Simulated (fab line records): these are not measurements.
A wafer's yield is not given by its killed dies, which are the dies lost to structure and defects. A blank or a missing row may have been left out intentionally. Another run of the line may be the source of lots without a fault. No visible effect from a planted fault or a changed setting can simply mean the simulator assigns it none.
Split-lot experiment -- flow n5-finfet -- 21 wafers read across 7 lots, on a route 1938 steps long

## THE SPLIT
At N5_BEOL_M10_COAT_64 (time 60 s, resist thk 30 nm), the setting spin-rpm was moved away from the recipe's 1500 rpm on 6 of the 21 wafers read, by -4.9% to +7.1%. The other wafers ran this setting at the recipe's value.

The reading is taken at the split's own step.

## THE READING
SiARC_of_BEOL_M10_COAT_64.thk-nm (the simulator's own value, which no gauge read), in nm, at N5_BEOL_M10_COAT_64 (time 60 s, resist thk 30 nm). The file does not state a usual value for it. The 15 wafers here that ran the recipe average 30.0 nm, standard deviation 0.088 nm.

wafer,"tool, chamber at the split","spin-rpm as run, rpm",against the recipe,"SiARC_of_BEOL_M10_COAT_64.thk-nm, nm",against lot-mates on the recipe
L075.1,"litho-track-01, 0",1500,recipe,30,-
L075.3,"litho-track-01, 0",1500,recipe,30,-
L075.6,"litho-track-01, 0",1500,recipe,30,-
L076.2,"litho-track-01, 0",1500,recipe,30,-
L076.3,"litho-track-01, 0",1606,+7.1%,29,-1.0
L076.6,"litho-track-01, 0",1606,+7.1%,29,-1.0
L079.2,"litho-track-04, 0",1500,recipe,30.2,-
L079.4,"litho-track-04, 0",1500,recipe,30.2,-
L079.3,"litho-track-04, 0",1500,recipe,30,-
L083.1,"litho-track-04, 0",1500,recipe,29.8,-
L083.3,"litho-track-04, 0",1500,recipe,30,-
L083.5,"litho-track-04, 0",1500,recipe,30,-
L091.3,"litho-track-01, 0",1500,recipe,30,-
L091.4,"litho-track-01, 0",1582,+5.5%,29.2,-0.8
L091.5,"litho-track-01, 0",1582,+5.5%,29.2,-0.8
L092.4,"litho-track-01, 0",1500,recipe,30,-
L092.5,"litho-track-01, 0",1500,recipe,30,-
L092.6,"litho-track-01, 0",1500,recipe,30,-
L094.2,"litho-track-04, 0",1427,-4.9%,30.6,+0.6
L094.3,"litho-track-04, 0",1500,recipe,30,-
L094.4,"litho-track-04, 0",1427,-4.9%,30.8,+0.8

FIT RESULTS
A straight line over all 21 wafers: SiARC_of_BEOL_M10_COAT_64.thk-nm changes by -0.144 nm for each +1% of spin-rpm; r = -0.98; the points scatter about the line by 0.085 nm.
The same after taking each lot's own level away (the mean of its wafers on the recipe; 21 wafers): -0.143 nm for each +1%; r = -0.99; scatter 0.062 nm.
That fit puts the effect of the largest move of spin-rpm on the reading at 1 nm.
Measured against the standard deviation above, the lots' own levels, which go from 29.93 to 30.13 nm, span 2.3 times it.
Hence the lot-to-lot level has little effect on the slope; both slopes agree.
Check: with one of the wafers moved furthest among these (+7.1%) left out of the fit, the line predicts -1.02 nm for it against its lot-mates. It came out at -1 nm against them.

## THE OTHER SPLITS THESE WAFERS WENT THROUGH
Before the reading, these wafers also passed through other splits. Each is held against what the fit with the lots' levels taken away leaves over:
other split on the same wafers,wafers away from the commonest value,r with SiARC_of_BEOL_M10_COAT_64.thk-nm (lot level and that fit taken away)
N5_BEOL_M8_COAT_59 spin-rpm,9,-0.13
N5_BEOL_M8_DESCUM_33 time-s,6,+0.05
N5_BEOL_M8_TRENCH_ETCH_37 time-s,6,-0.20
N5_BEOL_M10_COAT_05 spin-rpm,7,+0.02

## THE FILE'S OWN FIT
SiARC_of_BEOL_M10_COAT_64.thk-nm changes by -0.143 nm for each +1% of spin-rpm, r = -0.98.
